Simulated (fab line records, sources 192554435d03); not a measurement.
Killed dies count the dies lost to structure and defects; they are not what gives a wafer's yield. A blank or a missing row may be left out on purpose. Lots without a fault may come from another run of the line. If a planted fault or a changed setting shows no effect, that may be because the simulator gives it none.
Matching of chambers || flow n5-finfet || N5_BEOL_M0_SAQP_MANDREL1_REMOVE_100 on rie-si-05: 4 sister chambers
The step chemistry HBr/Cl2/O2, target a-Si, stops on SiNx, bt time 10 s. 20 wafers are shown with their chamber, then 10 later ones without.

EACH WAFER AND ITS CHAMBER
{"wafer": "L080.1", "chamber": 1, "throttle-valve-pct (%)": 36.77, "drypump-motor-current-A (A)": 6.2, "oes-product-au (a.u.)": 0.989}
{"wafer": "L080.5", "chamber": 0, "throttle-valve-pct (%)": 36.70, "drypump-motor-current-A (A)": 5.6, "oes-product-au (a.u.)": 0.993}
{"wafer": "L080.6", "chamber": 1, "throttle-valve-pct (%)": 36.77, "drypump-motor-current-A (A)": 6.2, "oes-product-au (a.u.)": 0.988}
{"wafer": "L082.4", "chamber": 3, "throttle-valve-pct (%)": 36.87, "drypump-motor-current-A (A)": 5.7, "oes-product-au (a.u.)": 1.035}
{"wafer": "L082.5", "chamber": 1, "throttle-valve-pct (%)": 36.76, "drypump-motor-current-A (A)": 6.2, "oes-product-au (a.u.)": 0.997}
{"wafer": "L082.6", "chamber": 2, "throttle-valve-pct (%)": 36.38, "drypump-motor-current-A (A)": 6.1, "oes-product-au (a.u.)": 0.981}
{"wafer": "L083.1", "chamber": 3, "throttle-valve-pct (%)": 36.87, "drypump-motor-current-A (A)": 5.7, "oes-product-au (a.u.)": 1.042}
{"wafer": "L083.4", "chamber": 0, "throttle-valve-pct (%)": 36.68, "drypump-motor-current-A (A)": 5.6, "oes-product-au (a.u.)": 0.986}
{"wafer": "L083.5", "chamber": 1, "throttle-valve-pct (%)": 36.76, "drypump-motor-current-A (A)": 6.2, "oes-product-au (a.u.)": 0.996}
{"wafer": "L085.1", "chamber": 2, "throttle-valve-pct (%)": 36.38, "drypump-motor-current-A (A)": 6.1, "oes-product-au (a.u.)": 0.985}
{"wafer": "L085.4", "chamber": 1, "throttle-valve-pct (%)": 36.76, "drypump-motor-current-A (A)": 6.2, "oes-product-au (a.u.)": 0.991}
{"wafer": "L085.5", "chamber": 2, "throttle-valve-pct (%)": 36.41, "drypump-motor-current-A (A)": 6.0, "oes-product-au (a.u.)": 0.985}
{"wafer": "L087.1", "chamber": 3, "throttle-valve-pct (%)": 36.88, "drypump-motor-current-A (A)": 5.7, "oes-product-au (a.u.)": 1.037}
{"wafer": "L087.2", "chamber": 0, "throttle-valve-pct (%)": 36.68, "drypump-motor-current-A (A)": 5.6, "oes-product-au (a.u.)": 0.997}
{"wafer": "L087.3", "chamber": 1, "throttle-valve-pct (%)": 36.78, "drypump-motor-current-A (A)": 6.2, "oes-product-au (a.u.)": 0.990}
{"wafer": "L086.3", "chamber": 3, "throttle-valve-pct (%)": 36.87, "drypump-motor-current-A (A)": 5.7, "oes-product-au (a.u.)": 1.046}
{"wafer": "L086.4", "chamber": 2, "throttle-valve-pct (%)": 36.39, "drypump-motor-current-A (A)": 6.1, "oes-product-au (a.u.)": 0.988}
{"wafer": "L086.5", "chamber": 2, "throttle-valve-pct (%)": 36.39, "drypump-motor-current-A (A)": 6.0, "oes-product-au (a.u.)": 0.990}
{"wafer": "L089.3", "chamber": 0, "throttle-valve-pct (%)": 36.69, "drypump-motor-current-A (A)": 5.6, "oes-product-au (a.u.)": 0.994}
{"wafer": "L089.5", "chamber": 3, "throttle-valve-pct (%)": 36.86, "drypump-motor-current-A (A)": 5.7, "oes-product-au (a.u.)": 1.046}

SIGNATURES (means of the wafers above)
{"reading": "throttle-valve-pct", "chamber 0": 36.6875, "chamber 1": 36.7667, "chamber 2": 36.3900, "chamber 3": 36.8700, "scatter within a chamber": 0.00938}
{"reading": "drypump-motor-current-A", "chamber 0": 5.600, "chamber 1": 6.200, "chamber 2": 6.060, "chamber 3": 5.700, "scatter within a chamber": 0.0274}
{"reading": "oes-product-au", "chamber 0": 0.99250, "chamber 1": 0.99183, "chamber 2": 0.98580, "chamber 3": 1.04120, "scatter within a chamber": 0.00422}
Rule: for a wafer and a chamber, the distance is found by dividing, reading by reading, the gap between the wafer's reading and the chamber's mean by the reading's scatter, squaring, summing and taking the root. The wafer belongs to the nearest chamber; if the next one is less than 2 further off, it can't be placed. The scatter is the square root of a quotient: the sum, over the shown wafers, of each reading's squared deviation from its chamber's mean, divided by wafers minus chambers.

WAFERS WHOSE CHAMBER IS MISSING
{"wafer": "L089.6", "throttle-valve-pct (%)": 36.68, "drypump-motor-current-A (A)": 5.6, "oes-product-au (a.u.)": 0.987}
{"wafer": "L091.2", "throttle-valve-pct (%)": 36.87, "drypump-motor-current-A (A)": 5.7, "oes-product-au (a.u.)": 1.041}
{"wafer": "L091.3", "throttle-valve-pct (%)": 36.68, "drypump-motor-current-A (A)": 5.6, "oes-product-au (a.u.)": 0.986}
{"wafer": "L091.4", "throttle-valve-pct (%)": 36.76, "drypump-motor-current-A (A)": 6.2, "oes-product-au (a.u.)": 1.006}
{"wafer": "L092.2", "throttle-valve-pct (%)": 36.77, "drypump-motor-current-A (A)": 6.2, "oes-product-au (a.u.)": 0.995}
{"wafer": "L092.5", "throttle-valve-pct (%)": 36.68, "drypump-motor-current-A (A)": 5.6, "oes-product-au (a.u.)": 0.990}
{"wafer": "L092.6", "throttle-valve-pct (%)": 36.86, "drypump-motor-current-A (A)": 5.7, "oes-product-au (a.u.)": 1.036}
{"wafer": "L095.1", "throttle-valve-pct (%)": 36.68, "drypump-motor-current-A (A)": 5.6, "oes-product-au (a.u.)": 0.985}
{"wafer": "L095.4", "throttle-valve-pct (%)": 36.40, "drypump-motor-current-A (A)": 6.1, "oes-product-au (a.u.)": 0.986}
{"wafer": "L095.6", "throttle-valve-pct (%)": 36.39, "drypump-motor-current-A (A)": 6.1, "oes-product-au (a.u.)": 0.976}

EACH ONE'S CHAMBER
{"wafer": "L089.6", "from the rows above": 0, "in truth": 0}
{"wafer": "L091.2", "from the rows above": 3, "in truth": 3}
{"wafer": "L091.3", "from the rows above": 0, "in truth": 0}
{"wafer": "L091.4", "from the rows above": 1, "in truth": 1}
{"wafer": "L092.2", "from the rows above": 1, "in truth": 1}
{"wafer": "L092.5", "from the rows above": 0, "in truth": 0}
{"wafer": "L092.6", "from the rows above": 3, "in truth": 3}
{"wafer": "L095.1", "from the rows above": 0, "in truth": 0}
{"wafer": "L095.4", "from the rows above": 2, "in truth": 2}
{"wafer": "L095.6", "from the rows above": 2, "in truth": 2}
10 of 10 placed correctly. Not placeable from these rows: 0. Number placed wrongly: 0.
